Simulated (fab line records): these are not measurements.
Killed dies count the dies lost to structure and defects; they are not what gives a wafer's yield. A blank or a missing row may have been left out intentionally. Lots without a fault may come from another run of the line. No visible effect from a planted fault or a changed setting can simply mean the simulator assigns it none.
Which tool is to blame? ; flow n5-finfet ; 11 lots, 33 wafers sampled, at 2 steps of a route of 1938

WHAT THE GAUGES SHOWED, per wafer
N5_BEOL_M2_INSPECT_59: inspects for defects (darkfield).
lot;measured;on;raw-defect-count
L503;day 8 02:01;defect-inspect-01;55 45 52
L510;day 9 12:46;defect-inspect-02;74 73 80
L509;day 9 16:42;defect-inspect-01;91 54 88
L512;day 10 01:13;defect-inspect-01;52 66 89
L513;day 10 05:46;defect-inspect-01;82 94 61
L517;day 11 11:20;defect-inspect-01;104 95 73
L515;day 11 12:52;defect-inspect-02;66 60 61
L518;day 11 13:08;defect-inspect-02;61 56 68
L520;day 12 01:48;defect-inspect-02;70 98 76
L521;day 12 13:50;defect-inspect-02;87 61 113
L523;day 13 00:55;defect-inspect-01;71 55 79

WHICH TOOL RAN EACH LOT (tool, then ch and the chambers of the sampled wafers, then the start)
lot;N5_BEOL_M2_CO_CAP_55
L503;cvd-co-02 ch 0,1,2, day 8 01:50
L510;cvd-co-01 ch 0,1,2, day 9 12:31
L509;cvd-co-02 ch 0,1,2, day 9 16:29
L512;cvd-co-01 ch 1,2, day 10 01:01
L513;cvd-co-02 ch 0,2, day 10 05:33
L517;cvd-co-02 ch 0,1,2, day 11 11:07
L515;cvd-co-02 ch 0,1,2, day 11 12:39
L518;cvd-co-02 ch 0,1,2, day 11 12:55
L520;cvd-co-02 ch 1,2, day 12 01:36
L521;cvd-co-01 ch 0,1,2, day 12 13:38
L523;cvd-co-01 ch 0,1,2, day 13 00:43
- N5_BEOL_M2_CO_CAP_55: material Co, precursor CCTBA/H2, target thk 2 nm, time 102.1 s.

THE ANSWER, worked out from the rows above alone
Rule: the usual values come from the lots themselves. The widest of any qualifying gaps counts: lots, ordered by their means at a reading, are off when they make up no more than a third of the lots, leave a main group of 4 or more, and stand apart from it by 3 or more times the standard deviation of that group's means. If all means in a main group match to the digits the tables above print for the reading, that group is not used. Also off: a lot with no number at a reading for which 4 or more lots have one. All remaining lots with rows at the step are treated as sound.
None of the lots is off at any reading shown; this tells nothing.

WHAT WAS PUT IN BY THE SIMULATOR
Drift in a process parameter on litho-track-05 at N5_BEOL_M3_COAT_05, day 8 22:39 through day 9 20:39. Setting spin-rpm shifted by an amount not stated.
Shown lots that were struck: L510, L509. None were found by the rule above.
